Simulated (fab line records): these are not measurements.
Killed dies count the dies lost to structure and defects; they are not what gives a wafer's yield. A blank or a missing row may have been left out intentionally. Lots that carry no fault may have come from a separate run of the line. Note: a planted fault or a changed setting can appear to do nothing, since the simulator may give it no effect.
fab line records    flow nand_harc
[record] lots = 12  wafers = 36  last_day = 35
route steps=1302 shown A_CHANNEL_HOLE_D1@474 A_DECK1_JOINT@530
lots untouched by any fault: they come from a run of this same line in which no faults occurred
start_h: hours from the record's opening day to when the first of the lot's shown wafers began    wait_h: hours elapsed since this lot's preceding step    " identical to the entry in the row above    L1.1+2: one row covering several wafers at once    - either no value or no given start    * or withheld: withheld    < > ~ a bound
route shown NAME@n: names a module that has steps shown in the file, with the first one's number in the route    usual: the fault-free wafers' mean and standard deviation    same: alike in all rows    chamber/n: place in a boat    sites: readings site by site    _std_site: standard deviation across them    _edge_site: outer sites' mean less inner sites'    radius_mm: how far each site lies from the wafer's centre    mask NAME#n: copy n    behind: the tool/chamber that last shaped the wafer    hold: what put the lot on hold/how long, in hours/how the hold closed    device: names the non-switching transistor (n, p or np)    end of line: tests run on the same wafers once the route is complete    a step with no rows: only its recipe    killed: dies lost to structure and defects at the first sort, not the wafer's yield    map: per-die view of a wafer (x killed, . not killed, _ where there is no die)
set.NAME: the setting as run; set.NAME@STEP: as run at that earlier step    model.NAME: the simulator's own value behind a step, which no gauge read
the route's steps for a sample of lots (tables are steps, rows are wafers)
services: when a tool's chamber went out of use (start_h, in hours from the record's first day, below 0 if earlier), for how many hours, and the reason
[[steps]]
[step NHARC_A_CHANNEL_HOLE_D1_ETCH_22]
[recipe] bias_v = 3000  source_w = withheld  pressure_mtorr = 20  time_s = 666.7  ar_flow_sccm = 375  c4f8_flow_sccm = 89.3  o2_flow_sccm = 35.7  temp_c = -20  target_depth_a = 16000  chemistry = C4F8/O2/Ar
[usual] drypump_motor_current_A = 5.92/0.15  showerhead_plenum_p_Torr = 3.61/0.13  throttle_valve_pct = 32.156/0.0089
lot.wafer  tool         chamber  start_h  wait_h  drypump_motor_current_A  rf_hours_counter_h  showerhead_plenum_p_Torr  throttle_valve_pct
L698.2     har_etch-02  1        181.64   0.4     5.63                     296                 3.69                      32.147
L698.3     "            1        "        "       5.66                     -                   3.69                      32.172
L698.6     "            1        "        "       5.65                     -                   3.69                      32.156
L699.1     har_etch-02  0        186.87   0.4     5.84                     300                 3.42                      32.167
L699.4     "            1        "        "       5.67                     -                   3.68                      32.159
L699.5     "            1        "        "       5.67                     -                   3.69                      32.155
L702.1     har_etch-01  1        224.84   0.4     6.05                     104                 3.54                      32.155
L702.4     "            0        "        "       5.93                     -                   3.72                      32.157
L702.6     "            0        "        "       6.01                     -                   3.72                      32.168
L704.4     har_etch-01  0        239.10   0.4     6.01                     -                   3.72                      32.164
L704.5     "            0        "        "       6.01                     -                   3.72                      32.166
L704.6     "            1        "        "       6.05                     -                   3.53                      32.181
L706.1     har_etch-02  1        259.44   0.4     5.65                     339                 3.66                      32.153
L706.2     "            0        "        "       5.84                     339                 3.40                      32.166
L706.4     "            0        "        "       5.83                     -                   3.40                      32.144
L705.2     har_etch-01  1        259.89   0.4     6.06                     127                 3.53                      32.156
L705.6     "            0        "        "       5.97                     -                   3.71                      32.166
L705.5     "            1        "        "       6.05                     -                   3.53                      32.151
L707.2     har_etch-02  1        271.45   0.4     5.65                     346                 3.66                      32.153
L707.4     "            0        "        "       5.82                     -                   3.40                      32.163
L707.3     "            1        "        "       5.66                     -                   3.66                      32.147
L709.2     har_etch-01  0        297.52   0.4     5.96                     150                 3.70                      32.131
L709.3     "            1        "        "       6.04                     -                   3.51                      32.160
L709.6     "            1        "        "       6.06                     -                   3.51                      32.169
L716.1     har_etch-01  0        356.26   0.4     5.98                     184                 3.68                      32.148
L716.3     "            1        "        "       6.07                     -                   3.50                      32.157
L716.6     "            1        "        "       6.08                     -                   3.50                      32.148
L718.4     har_etch-01  0        377.80   0.4     5.97                     -                   3.67                      32.156
L718.6     "            0        "        "       5.97                     -                   3.67                      32.160
L718.5     "            1        "        "       6.08                     -                   3.49                      32.161
L720.1     har_etch-02  0        402.57   0.4     5.87                     8                   3.91                      32.152
L720.2     "            1        "        "       5.69                     8                   3.62                      32.168
L720.3     "            1        "        "       5.65                     -                   3.62                      32.155
L721.2     har_etch-01  1        422.39   0.4     6.05                     230                 3.47                      32.144
L721.3     "            0        "        "       5.98                     -                   3.66                      32.147
L721.5     "            0        "        "       6.01                     -                   3.66                      32.131
[step NHARC_A_CHANNEL_HOLE_D1_ETCH_23]
[recipe] bias_v = 5000  source_w = withheld  pressure_mtorr = 20  time_s = 819  ar_flow_sccm = 375  c4f8_flow_sccm = 89.3  o2_flow_sccm = 35.7  temp_c = -20  target_depth_a = 16000  chemistry = C4F8/O2/Ar
[usual] drypump_motor_current_A = 5.92/0.15  showerhead_plenum_p_Torr = 3.61/0.13  throttle_valve_pct = 32.155/0.0091
lot.wafer  tool         chamber  start_h  wait_h  drypump_motor_current_A  rf_hours_counter_h  showerhead_plenum_p_Torr  throttle_valve_pct
L698.2     har_etch-02  1        182.22   0.5     5.64                     297                 3.69                      32.160
L698.3     "            1        "        "       5.65                     -                   3.69                      32.164
L698.6     "            1        "        "       5.64                     -                   3.69                      32.148
L699.1     har_etch-02  0        187.47   0.5     5.90                     301                 3.42                      32.151
L699.4     "            1        "        "       5.65                     -                   3.68                      32.158
L699.5     "            1        "        "       5.68                     -                   3.68                      32.144
L702.1     har_etch-01  1        225.40   0.5     6.07                     105                 3.54                      32.144
L702.4     "            0        "        "       5.99                     -                   3.72                      32.168
L702.6     "            0        "        "       5.97                     -                   3.72                      32.159
L704.4     har_etch-01  0        239.72   0.5     5.98                     -                   3.72                      32.152
L704.5     "            0        "        "       5.98                     -                   3.72                      32.163
L704.6     "            1        "        "       6.08                     -                   3.53                      32.161
L706.1     har_etch-02  1        260.01   0.5     5.64                     339                 3.66                      32.161
L706.2     "            0        "        "       5.86                     339                 3.40                      32.148
L706.4     "            0        "        "       5.87                     -                   3.40                      32.155
L705.2     har_etch-01  1        260.48   0.5     6.08                     127                 3.53                      32.166
L705.6     "            0        "        "       5.96                     -                   3.71                      32.150
L705.5     "            1        "        "       6.06                     -                   3.53                      32.166
L707.2     har_etch-02  1        272.04   0.5     5.62                     347                 3.66                      32.157
L707.4     "            0        "        "       5.86                     -                   3.40                      32.145
L707.3     "            1        "        "       5.65                     -                   3.66                      32.166
L709.2     har_etch-01  0        298.08   0.5     6.05                     150                 3.70                      32.164
L709.3     "            1        "        "       6.06                     -                   3.51                      32.153
L709.6     "            1        "        "       6.06                     -                   3.51                      32.140
L716.1     har_etch-01  0        356.83   0.5     6.00                     185                 3.68                      32.145
L716.3     "            1        "        "       6.05                     -                   3.49                      32.140
L716.6     "            1        "        "       6.06                     -                   3.49                      32.154
L718.4     har_etch-01  0        378.42   0.5     6.03                     -                   3.67                      32.164
L718.6     "            0        "        "       6.01                     -                   3.67                      32.148
L718.5     "            1        "        "       6.05                     -                   3.49                      32.133
L720.1     har_etch-02  0        403.14   0.5     5.87                     9                   3.91                      32.152
L720.2     "            1        "        "       5.70                     9                   3.62                      32.160
L720.3     "            1        "        "       5.67                     -                   3.62                      32.158
L721.2     har_etch-01  1        422.96   0.5     6.07                     231                 3.47                      32.154
L721.3     "            0        "        "       6.02                     -                   3.66                      32.157
L721.5     "            0        "        "       5.98                     -                   3.66                      32.148
[step NHARC_A_DECK1_JOINT_ETCHBACK_00]
[recipe] target_depth_a = 300  time_s = 17.4  hbr_flow_sccm = 150  rf_w = 350  icp_w = 350  bias_w = 60  chemistry = HBr
[usual] drypump_motor_current_A = 5.7/0.37  oes_product_au = 0.998/0.0081  run_length_s = 38.7/0.43  throttle_valve_pct = 23.267/0.0093
lot.wafer  tool       chamber  start_h  wait_h  drypump_motor_current_A  oes_product_au  rf_hours_counter_h  run_length_s  throttle_valve_pct
L699.1     rie_si-03  1        247.32   0.1     5.6                      1.002           0.1                 38.6          23.255
L699.4     "          2        "        "       5.7                      0.994           0.0                 39.2          23.251
L699.5     "          1        "        "       5.6                      0.989           -                   38.8          23.274
L698.3     rie_si-01  2        247.33   0.1     5.5                      0.986           0.4                 38.6          23.263
L698.2     "          0        "        "       6.2                      1.010           0.4                 37.9          23.263
L698.6     "          1        "        "       5.3                      1.009           -                   38.2          23.263
L702.1     rie_si-03  2        288.33   0.1     5.7                      1.001           0.3                 39.2          23.260
L702.4     "          1        "        "       5.6                      0.994           0.3                 39.1          23.274
L702.6     "          3        "        "       5.6                      0.997           -                   38.7          23.262
L704.4     rie_si-03  1        303.69   0.1     5.6                      1.003           0.4                 38.8          23.251
L704.6     "          0        "        "       5.6                      0.990           -                   39.2          23.261
L704.5     "          1        "        "       5.6                      0.996           -                   38.5          23.274
L706.1     rie_si-03  3        323.79   0.1     5.6                      0.995           0.5                 38.6          23.269
L706.4     "          0        "        "       5.6                      0.994           0.6                 39.2          23.247
L706.2     "          1        "        "       5.6                      0.996           0.5                 39.0          23.262
L705.2     rie_si-01  0        323.80   0.1     6.2                      0.998           0.8                 37.8          23.253
L705.6     "          2        "        "       5.5                      0.991           -                   38.8          23.289
L705.5     "          3        "        "       6.6                      1.005           -                   38.6          23.277
L707.3     rie_si-01  3        334.94   0.1     6.5                      1.013           1.0                 38.4          23.260
L707.4     "          0        "        "       6.1                      0.995           0.9                 37.8          23.271
L707.2     "          1        "        "       5.3                      0.989           0.7                 38.5          23.258
L709.2     rie_si-01  1        362.39   0.1     5.3                      0.984           0.8                 38.9          23.260
L709.3     "          2        "        "       5.5                      0.996           1.1                 38.9          23.257
L709.6     "          0        "        "       6.1                      0.979           -                   38.5          23.272
L716.1     rie_si-03  1        424.66   0.1     5.6                      0.989           0.1                 36.2          23.264
L716.3     "          0        "        "       5.6                      0.991           0.1                 38.9          23.274
L716.6     "          2        "        "       5.7                      0.996           -                   39.2          23.278
L718.4     rie_si-03  2        443.59   0.1     5.6                      0.993           0.1                 39.1          23.267
L718.6     "          2        "        "       5.7                      0.990           -                   39.2          23.270
L718.5     "          3        "        "       5.6                      0.990           -                   35.7          23.260
L720.2     rie_si-01  1        466.06   0.1     5.3                      0.991           0.7                 38.3          23.263
L720.1     "          3        "        "       6.6                      1.004           0.9                 38.8          23.274
L720.3     "          0        "        "       6.2                      0.988           0.9                 38.1          23.263
L721.2     rie_si-04  3        486.17   0.1     6.0                      0.990           0.7                 38.0          23.265
L721.3     "          0        "        "       5.1                      0.997           0.8                 38.9          23.258
L721.5     "          0        "        "       5.1                      1.006           -                   39.0          23.254
[step NHARC_A_DECK1_JOINT_CMP_02]
[recipe] material = SiOx
[usual] motor_current_A = 12.0/1.2
lot.wafer  tool    chamber  start_h  wait_h  motor_current_A
L699.1     cmp-01  0        273.57   0.4     14.4
L699.4     "       1        "        "       13.5
L699.5     "       0        "        "       13.8
L698.2     cmp-03  2        273.59   0.4     11.1
L698.3     "       0        "        "       10.3
L698.6     "       2        "        "       11.2
L702.1     cmp-03  2        310.37   0.4     11.3
L702.4     "       0        "        "       10.3
L702.6     "       3        "        "       11.9
L704.4     cmp-04  2        328.73   0.4     12.2
L704.5     "       2        "        "       11.9
L704.6     "       3        "        "       12.1
L706.4     cmp-01  0        344.83   0.4     13.7
L706.1     "       1        "        "       13.4
L706.2     "       3        "        "       12.3
L705.2     cmp-04  0        344.86   0.4     12.2
L705.6     "       3        "        "       11.4
L705.5     "       0        "        "       12.2
L707.3     cmp-01  0        356.36   0.4     13.5
L707.4     "       1        "        "       14.0
L707.2     "       2        "        "       13.8
L709.2     cmp-03  0        385.26   0.4     10.4
L709.3     "       1        "        "       10.5
L709.6     "       3        "        "       12.1
L716.1     cmp-01  2        445.21   0.4     12.7
L716.3     "       3        "        "       12.1
L716.6     "       2        "        "       12.9
L718.4     cmp-01  3        469.40   0.4     13.1
L718.6     "       1        "        "       14.4
L718.5     "       2        "        "       13.5
L720.2     cmp-03  1        485.89   0.4     10.7
L720.1     "       2        "        "       11.3
L720.3     "       0        "        "       10.0
L721.3     cmp-04  2        515.02   0.5     11.7
L721.2     "       0        "        "       12.0
L721.5     "       2        "        "       12.1
[[services]]
tool         chamber  start_h  hours  kind
rie_si-03    0        165.12   8.1    repair
cmp-01       -        185.50   4.0    pm
rie_si-01    -        193.00   9.0    pm
cmp-03       -        195.45   1.1    repair
rie_si-01    1        208.26   10.3   repair
rie_si-01    3        214.41   2.2    repair
cmp-03       -        219.95   4.0    pm
rie_si-03    -        221.00   9.0    pm
cmp-03       -        225.41   1.0    repair
cmp-01       -        258.31   0.2    repair
cmp-01       -        277.72   3.9    repair
cmp-01       -        283.50   4.0    pm
rie_si-03    -        327.16   0.3    repair
rie_si-03    2        360.80   3.5    repair
rie_si-01    -        370.00   9.0    pm
har_etch-02  -        377.00   17.0   pm
cmp-01       -        381.57   4.0    pm
cmp-01       -        391.44   3.5    repair
rie_si-03    -        398.00   9.0    pm
rie_si-01    2        424.18   7.7    repair
cmp-01       -        451.82   1.5    repair
rie_si-01    0        478.27   1.5    repair
cmp-01       -        479.57   4.0    pm
cmp-01       -        487.39   1.8    repair
[[key]]
[first_sign] step = NHARC_A_DECK1_JOINT_ETCHBACK_00  reading = run_length_s  direction = down  sigmas = 6.4  usual = *  struck = *
effect none on later readings
met_at NHARC_A_DECK1_JOINT_ETCHBACK_00
struck_lots L716,L718
struck_wafers L716.1,L718.5
tester_left_out L716,L718
not_acting_at NHARC_A_CHANNEL_HOLE_D1_ETCH_22,NHARC_A_CHANNEL_HOLE_D1_ETCH_23,NHARC_A_DECK1_JOINT_CMP_02
onset_between 323.79 424.66
[fault] kind = process_parameter_drift  tool = rie_si-03  chamber = -  onset_h = 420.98  steps = NHARC_A_DECK1_JOINT_ETCHBACK_00  channel = time_s  offset = *  shape = step  end_h = 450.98  scope = struck_wafers_only  acts_in = *  stated = *
// tester_left_out: of these lots the tester's yield and bins aren't shown, on N5 and GAA mostly nor the transistor test; their killed dies are dies lost to structure and defects alone, not to doping, threshold or leakage, so they don't give the yield
